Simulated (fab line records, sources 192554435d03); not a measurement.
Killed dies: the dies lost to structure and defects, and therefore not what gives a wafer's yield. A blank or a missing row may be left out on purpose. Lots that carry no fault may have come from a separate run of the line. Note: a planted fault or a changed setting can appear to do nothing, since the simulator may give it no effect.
Struck lot and sound lot, side by side ; flow n5Finfet ; 16 out of 1938 route steps
Sound: these wafers, L928.2, L928.4, L928.6. Struck: wafer L936.5. (L936.3, L936.4 of the same lot were not struck and are left out.) The cause comes at the end.
Each step with rows lists, per side, the tool, then ch with its chambers, then its first start. Under that, the readings that differ: sound wafers ; struck wafers ; difference of the means ; sigmas: that difference in standard deviations of wafers without a fault.
alike: readings with means less than 2 such deviations apart, plus words and numbers identical on both sides. not compared: withheld readings, readings lacking a value on some wafer, bounds such as >300 that could conceal the same value, and numbers that have no deviation in the record and whose values overlap.
A row with sigmas, a row that says differs or no value, or rows on one side alone: a step with any of these is where the two part. When numbers do not overlap yet have no deviation, they are printed without sigmas and do not part them. Lack of a reading on every wafer of one side parts them only where that side has two or more wafers.

first, 4 steps without rows for these wafers: N5_SDB_SOFTBAKE_06 (time 60 s); N5_SDB_EXPOSE_08 (exposes mask SDB); N5_SDB_PEB_09 (peb time 60 s); N5_SDB_DEVELOP_10 (develop time 30 s).
N5_SDB_CD_MEAS_11 targets a cd of 50 nm.
  sound on cdSem-02 ch 0, day 6 01:20; struck on cdSem-03 ch 0, day 7 22:38
  alike: cdNm
N5_SDB_OVL_MEAS_12:
  sound on overlay-02 ch 0, day 6 01:22; struck on overlay-02 ch 0, day 7 22:40
  alike: SDB_OVL
N5_SDB_INSPECT_13: inspects for defects (brightfield).
  sound on defectInspect-01 at day 6 01:23; struck on defectInspect-02 at day 7 22:41
  alike: rawDefectCount
N5_SDB_DESCUM_16: chemistry O2, time 7.9 s.
  sound on rieDiel-01 ch 2,3, day 6 01:25; struck on rieDiel-04 ch 3, day 7 22:43
  alike: drypumpMotorCurrentA, o2FlowSccm, oesProductAu, rfVppV, showerheadPlenumPTorr, tempC, throttleValvePct
  not compared: rfHoursCounterH
N5_SDB_ETCH_17: etches SiARC in CF4, target depth 23.4 nm, time 39 s.
  sound on rieDiel-01 ch 2,3, day 6 01:27; struck on rieDiel-04 ch 3, day 7 22:46
reading;sound;struck;difference;sigmas
throttleValvePct (%);16.12 15.60 16.13;15.37;-0.58;-2
  alike: drypumpMotorCurrentA, etchRfOnTimeS, oesProductAu, rfVppV, showerheadPlenumPTorr
  not compared: rfHoursCounterH
N5_SDB_ETCH_18: etches SOC in N2/H2, target depth 100 nm, overetch 20 nm, time 150 s.
  sound on rieDiel-01 ch 2,3, day 6 01:29; struck on rieDiel-04 ch 3, day 7 22:47
reading;sound;struck;difference;sigmas
throttleValvePct (%);18.28 17.89 18.27;17.53;-0.62;-2
  alike: drypumpMotorCurrentA, oesProductAu, rfVppV, showerheadPlenumPTorr, tempC
  not compared: rfHoursCounterH
then, 1 step without rows for these wafers: N5_SDB_STRIP_19 (strips in N2/H2).
N5_SDB_STRIP_21: strips in CF4.
  sound on rieDiel-01 ch 2,3, day 6 01:38; struck on rieDiel-04 ch 3, day 7 22:56
reading;sound;struck;difference;sigmas
throttleValvePct (%);14.05 13.56 14.04;13.26;-0.62;-2
  alike: drypumpMotorCurrentA, oesProductAu, rfVppV, showerheadPlenumPTorr
  not compared: rfHoursCounterH
N5_SDB_HM_OPEN_20: chemistry CH3F/O2, target SiNx, stops on poly-Si, target depth 24 nm.
  sound on rieDiel-01 ch 2,3, day 6 01:39; struck on rieDiel-04 ch 3, day 7 22:57
reading;sound;struck;difference;sigmas
model.SOC_of_SDB_COAT_03.thkNm (nm);84.6 84 84.6;91.8;+7.4;
model.etch.depthNm (nm);23.49 25.35 24.24;18.15;-6.21;
  alike: drypumpMotorCurrentA, oesProductAu, rfVppV, showerheadPlenumPTorr, throttleValvePct
  not compared: rfHoursCounterH
N5_SDB_STRIP_22: strips in N2/H2.
  sound on plasmaAsher-01 ch 0,1, day 6 01:44; struck on plasmaAsher-02 ch 1, day 7 23:04
reading;sound;struck;difference;sigmas
stripTimeToEndpointS (s);96.7 96.2 96.8;103.5;+6.9;+16
  alike: drypumpMotorCurrentA, heaterPowerW, oesProductAu, tempC
  not compared: rfHoursCounterH
then, 1 step without rows for these wafers: N5_SDB_PRECLEAN_23 (cleans in dHF, time 30 s).
-- the record jumps here: 4 days lie between the struck wafers' starts before and after (it left off in module SDB and takes up again in module BEOL_M4, whose first step shown is number 1111 of the route) --
N5_BEOL_M4_RC_MEAS_101:
  sound on prober-02 ch 0, day 10 00:01; struck on prober-02 ch 0, day 12 03:14
reading;sound;struck;difference;sigmas
VT_P (mV);-257 -256 -257;-249;+8;+2
  alike: DIBL_N, DIBL_P, IOFF_N, IOFF_P, ION_N, ION_P, SS_N, SS_P, VT_N

WHERE THEY PART
Last at N5_BEOL_M4_RC_MEAS_101 as far as this record goes, first at N5_SDB_ETCH_17.

WHY: what the simulator had put in
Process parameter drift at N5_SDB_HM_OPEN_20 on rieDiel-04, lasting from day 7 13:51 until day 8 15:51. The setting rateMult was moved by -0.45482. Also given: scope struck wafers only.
